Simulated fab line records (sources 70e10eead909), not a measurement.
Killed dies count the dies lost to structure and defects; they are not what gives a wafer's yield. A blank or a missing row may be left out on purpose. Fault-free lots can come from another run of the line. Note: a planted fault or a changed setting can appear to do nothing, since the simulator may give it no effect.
What tool caused it? | flow nand_harc | 12 lots, 36 wafers sampled, at 4 steps of a route of 1159

WHAT THE GAUGES SHOWED, per wafer
Not one reading of a measure or inspect step in the record can be checked against a usual standard deviation.

WHICH TOOL RAN EACH LOT (tool, then ch and the chambers of the sampled wafers, then the start)
lot  | NHARC_A_STAIRCASE_ETCH_25                     | NHARC_A_STAIRCASE_ETCH_27                     | NHARC_A_STAIRCASE_TRIM_193         | NHARC_A_STAIRCASE_TRIM_198
L419 | rie_diel-06 ch 0,1,3, day 10 17:30 or earlier | rie_diel-06 ch 1,2,3, day 10 17:30 or earlier | rie_diel-13 ch 1,2,3, day 10 17:30 | rie_diel-06 ch 0,2,3, no start
L420 | rie_diel-06 ch 0,1,3, day 11 02:49 or earlier | rie_diel-06 ch 0,2,3, day 11 02:49 or earlier | rie_diel-13 ch 1,2, day 11 02:49   | rie_diel-02 ch 1,2,3, no start
L421 | rie_diel-02 ch 1,2,3, day 11 03:22 or earlier | rie_diel-02 ch 0,2,3, day 11 03:22 or earlier | rie_diel-13 ch 1,3, day 11 03:22   | rie_diel-02 ch 1,2,3, no start
L423 | rie_diel-13 ch 1,3, day 11 16:13 or earlier   | rie_diel-13 ch 2,3, day 11 16:13 or earlier   | rie_diel-06 ch 0,2,3, day 11 16:13 | rie_diel-06 ch 0,3, no start
L425 | rie_diel-06 ch 0,2,3, day 12 11:06 or earlier | rie_diel-06 ch 0,2, day 12 11:06 or earlier   | rie_diel-13 ch 0,1, day 12 11:06   | rie_diel-06 ch 0,2, no start
L427 | rie_diel-06 ch 0,2,3, day 12 23:09 or earlier | rie_diel-06 ch 1,2,3, day 12 23:09 or earlier | rie_diel-06 ch 0,2,3, day 12 23:09 | rie_diel-13 ch 0,1,3, no start
L428 | rie_diel-02 ch 0,2,3, day 12 23:28 or earlier | rie_diel-02 ch 1,2,3, day 12 23:28 or earlier | rie_diel-06 ch 1,2, day 12 23:28   | rie_diel-06 ch 1,2,3, no start
L430 | rie_diel-02 ch 0,1,2, day 14 13:41 or earlier | rie_diel-02 ch 0,2, day 14 13:41 or earlier   | rie_diel-13 ch 0,1,2, day 14 13:41 | rie_diel-06 ch 0,1,2, no start
L436 | rie_diel-13 ch 1,2, day 15 07:17 or earlier   | rie_diel-13 ch 0,2,3, day 15 07:17 or earlier | rie_diel-13 ch 0,2,3, day 15 07:17 | rie_diel-06 ch 0,2,3, no start
L438 | rie_diel-02 ch 2,3, day 15 11:07 or earlier   | rie_diel-02 ch 1,2, day 15 11:07 or earlier   | rie_diel-06 ch 0,1,3, day 15 11:07 | rie_diel-02 ch 0,2,3, no start
L439 | rie_diel-06 ch 2,3, day 15 17:46 or earlier   | rie_diel-06 ch 1,2, day 15 17:46 or earlier   | rie_diel-06 ch 0,2,3, day 15 17:46 | rie_diel-13 ch 0,2,3, no start
L441 | rie_diel-06 ch 0,2,3, day 16 05:51 or earlier | rie_diel-06 ch 0,3, day 16 05:51 or earlier   | rie_diel-13 ch 0,1,2, day 16 05:51 | rie_diel-13 ch 1,2,3, no start
- NHARC_A_STAIRCASE_ETCH_25: etches the open film in C4F8/O2, target depth 100 nm, time 40.5 s.
- NHARC_A_STAIRCASE_ETCH_27: etches the open film in C4F8/O2, target depth 100 nm, time 40.5 s.
- NHARC_A_STAIRCASE_TRIM_193: chemistry O2, time 211.2 s.
- NHARC_A_STAIRCASE_TRIM_198: chemistry O2, time 211.2 s.

WHAT THE TOOLS THEMSELVES READ (means of the sampled wafers that have a number; where no wafer has one, the mark that the record gives instead)
NHARC_A_STAIRCASE_ETCH_25.
lot  | tool        | oes_product_au (a.u.) | rf_vpp_V (V)
L419 | rie_diel-06 | 0.945                 | 892
L420 | rie_diel-06 | 0.949                 | 893
L421 | rie_diel-02 | 0.953                 | 899
L423 | rie_diel-13 | 0.953                 | 898
L425 | rie_diel-06 | 0.940                 | 895
L427 | rie_diel-06 | 0.936                 | 894
L428 | rie_diel-02 | 0.947                 | 895
L430 | rie_diel-02 | 0.942                 | 895
L436 | rie_diel-13 | 0.946                 | 893
L438 | rie_diel-02 | 0.952                 | 900
L439 | rie_diel-06 | 0.925                 | 893
L441 | rie_diel-06 | 0.933                 | 894

NHARC_A_STAIRCASE_ETCH_27.
lot  | tool        | oes_product_au (a.u.) | rf_vpp_V (V)
L419 | rie_diel-06 | 0.947                 | 891
L420 | rie_diel-06 | 0.951                 | 889
L421 | rie_diel-02 | 0.951                 | 896
L423 | rie_diel-13 | 0.960                 | 896
L425 | rie_diel-06 | 0.944                 | 897
L427 | rie_diel-06 | 0.950                 | 896
L428 | rie_diel-02 | 0.941                 | 899
L430 | rie_diel-02 | 0.943                 | 897
L436 | rie_diel-13 | 0.941                 | 893
L438 | rie_diel-02 | 0.951                 | 899
L439 | rie_diel-06 | 0.952                 | 903
L441 | rie_diel-06 | 0.929                 | 889

NHARC_A_STAIRCASE_TRIM_193.
lot  | tool        | drypump_motor_current_A (A) | oes_product_au (a.u.) | rf_vpp_V (V) | run_length_s (s) | showerhead_plenum_p_Torr (Torr) | throttle_valve_pct (%)
L419 | rie_diel-13 | 5.7                         | 1.009                 | 57.6         | 232.2            | 3.52                            | 17.022
L420 | rie_diel-13 | 5.6                         | 1.004                 | 57.8         | 232.1            | 3.50                            | 17.036
L421 | rie_diel-13 | 5.7                         | 1.000                 | 57.6         | 232.2            | 3.56                            | 17.034
L423 | rie_diel-06 | 5.6                         | 0.996                 | 57.8         | 232.5            | 3.51                            | 17.036
L425 | rie_diel-13 | 5.3                         | 1.006                 | 57.0         | 232.6            | 3.44                            | 17.035
L427 | rie_diel-06 | 5.5                         | 0.999                 | 58.2         | 232.4            | 3.50                            | 17.035
L428 | rie_diel-06 | 5.8                         | 1.011                 | 57.9         | 232.1            | 3.64                            | 17.033
L430 | rie_diel-13 | 5.5                         | 0.995                 | 57.5         | 232.5            | 3.43                            | 17.033
L436 | rie_diel-13 | 5.5                         | 0.996                 | 57.8         | 232.5            | 3.44                            | 17.036
L438 | rie_diel-06 | 5.7                         | 1.006                 | 57.3         | 210.4            | 3.41                            | 17.033
L439 | rie_diel-06 | 5.5                         | 0.992                 | 58.7         | 210.8            | 3.49                            | 17.032
L441 | rie_diel-13 | 5.5                         | 1.003                 | 57.8         | 232.3            | 3.42                            | 17.039

NHARC_A_STAIRCASE_TRIM_198.
lot  | tool        | drypump_motor_current_A (A) | oes_product_au (a.u.) | rf_vpp_V (V) | run_length_s (s) | showerhead_plenum_p_Torr (Torr) | throttle_valve_pct (%)
L419 | rie_diel-06 | 5.5                         | 1.002                 | 57.6         | 232.5            | 3.34                            | 17.037
L420 | rie_diel-02 | 5.7                         | 0.999                 | 58.0         | 232.7            | 3.61                            | 17.035
L421 | rie_diel-02 | 5.8                         | 1.000                 | 58.2         | 232.9            | 3.61                            | 17.032
L423 | rie_diel-06 | 5.7                         | 0.987                 | 56.9         | 232.4            | 3.35                            | 17.039
L425 | rie_diel-06 | 5.2                         | 1.004                 | 57.5         | 232.6            | 3.55                            | 17.024
L427 | rie_diel-13 | 5.5                         | 0.997                 | 58.1         | 232.2            | 3.50                            | 17.028
L428 | rie_diel-06 | 5.8                         | 1.009                 | 57.9         | 232.3            | 3.55                            | 17.023
L430 | rie_diel-06 | 5.5                         | 0.999                 | 57.7         | 232.2            | 3.58                            | 17.026
L436 | rie_diel-06 | 5.5                         | 0.983                 | 58.0         | 232.3            | 3.49                            | 17.037
L438 | rie_diel-02 | 5.9                         | 1.015                 | 58.3         | 233.3            | 3.52                            | 17.032
L439 | rie_diel-13 | 5.5                         | 0.999                 | 58.4         | 232.4            | 3.44                            | 17.037
L441 | rie_diel-13 | 5.7                         | 1.002                 | 58.0         | 232.4            | 3.49                            | 17.039

THE ANSWER, worked out from the rows above alone
Rule: the usual values come from the lots themselves. Put in order of their means at a reading, lots are off if they are a third of the lots or fewer, leave a main group of 4 or more, and stand apart from it by a gap of 3 or more times the standard deviation of the main group's means; of several such gaps the widest counts. If all means in a main group match to the digits the tables above print for the reading, that group is not used. A lot without any number at a reading at which 4 lots or more have one is off too. All remaining lots with rows at the step are treated as sound. The gauges are gone through in route order, then the tools' own readings, and for those a lot's mean is taken as printed above. The first step at which some lot is off is used, and at that step the reading that is off furthest; a lot without a number counts as furthest.
Off at NHARC_A_STAIRCASE_TRIM_193 (run_length_s): L438, L439. For the main group the mean is 232.3 s and the standard deviation 0.17.
A tool fits if, at that step or a process step before it, it ran every lot that is off, and no sound lot after the first of them. Because NHARC_A_STAIRCASE_ETCH_25 lacks a start for some lots, the hours and order of its lots are taken from NHARC_A_STAIRCASE_TRIM_193. Because NHARC_A_STAIRCASE_ETCH_27 lacks a start for some lots, the hours and order of its lots are taken from NHARC_A_STAIRCASE_TRIM_193. One fits: NHARC_A_STAIRCASE_TRIM_193 on rie_diel-06. Its last sound lot is L428 (day 12 23:28), its first lot that is off L438 (day 15 11:07): a fault that began between those two fits.
The tool's own readings at NHARC_A_STAIRCASE_TRIM_193 bear it out: on the lots that are off they differ by more than 5 times the standard deviation of the sound lots' means. run_length_s reads 210.6 s there against 232.3 s on the sound lots.

WHAT HAD BEEN PUT IN BY THE SIMULATOR
rie_diel-06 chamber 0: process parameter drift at NHARC_A_STAIRCASE_TRIM_193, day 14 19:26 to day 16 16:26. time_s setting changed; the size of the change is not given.
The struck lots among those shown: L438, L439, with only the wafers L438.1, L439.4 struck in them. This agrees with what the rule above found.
